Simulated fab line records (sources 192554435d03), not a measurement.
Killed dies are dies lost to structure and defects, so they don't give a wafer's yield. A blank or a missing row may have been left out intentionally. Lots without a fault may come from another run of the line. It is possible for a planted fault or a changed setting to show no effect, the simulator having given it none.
One fault through the eyes of 2 desks / flow n5_finfet / each desk holds nothing but its own numbers, with what lay behind them at the end

## DESK OF THE TOOL OWNER: rie_diel-01
The tool's own readings at N5_BEOL_M12_TRENCH_ETCH_34 (etches SiOC in C4F8/O2/Ar, target depth 318.95 nm, time 125.5 s): means of the sampled wafers that have a number, for each lot that ran on this tool. Marked OUT: a lot whose mean sits more than 4 standard deviations from the usual mean, which makes it out of limits; the brackets give that distance. It has 8 readings; the 7 that lie furthest out on some lot are the ones shown.
Columns: A = C4F8_flow_sccm at N5_BEOL_M12_TRENCH_ETCH_34, usual 15.00 sccm; B = drypump_motor_current_A at N5_BEOL_M12_TRENCH_ETCH_34, usual 5.3 A; C = he_inner_torr at N5_BEOL_M12_TRENCH_ETCH_34, usual 14.997 Torr; D = mfc_ar_sccm at N5_BEOL_M12_TRENCH_ETCH_34, usual 400.0 sccm; E = oes_product_au at N5_BEOL_M12_TRENCH_ETCH_34, usual 0.83 a.u.; F = showerhead_plenum_p_Torr at N5_BEOL_M12_TRENCH_ETCH_34, usual 3.39 Torr; G = throttle_valve_pct at N5_BEOL_M12_TRENCH_ETCH_34, usual 24.1 %
lot=L402; first seen here=day 10 15:49; A=14.93; B=4.9; C=15.015; D=400.0; E=0.94; F=3.34; G=23.8
lot=L405; first seen here=day 11 02:13; A=15.04; B=4.9; C=15.025; D=400.9; E=0.92; F=3.34; G=23.9
lot=L406; first seen here=day 11 20:55; A=15.03; B=5.3; C=15.009; D=400.2; E=0.83; F=3.40; G=24.2
Result from this desk: across the 3 lots, nothing is out of limits.

## FROM THE METROLOGY DESK
What the gauges read for every lot (on any tool): the sampled wafers with a number, averaged. Marked OUT: a lot whose mean sits more than 4 standard deviations from the usual mean, which makes it out of limits; the brackets give that distance. It has 28 readings; the 7 that lie furthest out on some lot are the ones shown.
Columns: A = trench_depth_nm at N5_BEOL_M12_OCD_MEAS_35, usual 319 nm; B = M12_THK at N5_BEOL_M12_THK_MEAS_50, usual 324 nm; C = M12_RS at N5_BEOL_M12_RS_MEAS_54, usual 0.0599 ohm/sq; D = COMB_M13 at N5_BEOL_M15_RC_MEAS_101, usual 4.9e-12 S/m; E = COMB_M5 at N5_BEOL_M15_RC_MEAS_101, usual 3.7e-11 S/m; F = SERP_M12_max_site at N5_BEOL_M15_RC_MEAS_101, usual 0.646 ohm/um; G = SERP_M8 at N5_BEOL_M15_RC_MEAS_101, usual 13.6 ohm/um
lot=L402; first seen here=day 10 15:58; A=326; B=332; C=0.0584; D=6.1e-12; E=4.2e-11; F=0.629; G=12.8
lot=L405; first seen here=day 11 02:22; A=305; B=313; C=0.0626; D=8.3e-12; E=5.5e-11; F=0.686; G=13.2
lot=L406; first seen here=day 11 21:04; A=306; B=311; C=0.0626; D=3.9e-12; E=3.9e-11; F=0.682; G=13.2
lot=L424; first seen here=day 16 05:37; A=319; B=323; C=0.0602; D=6.1e-12; E=5.1e-11; F=0.614; G=12.3
Result from this desk: across the 4 lots, nothing is out of limits.

## ALL TOGETHER
The tool owner's desk saw nothing out of limits.
Metrology desk: nothing out of limits seen.

## WHAT THE SIMULATOR HAD PUT IN
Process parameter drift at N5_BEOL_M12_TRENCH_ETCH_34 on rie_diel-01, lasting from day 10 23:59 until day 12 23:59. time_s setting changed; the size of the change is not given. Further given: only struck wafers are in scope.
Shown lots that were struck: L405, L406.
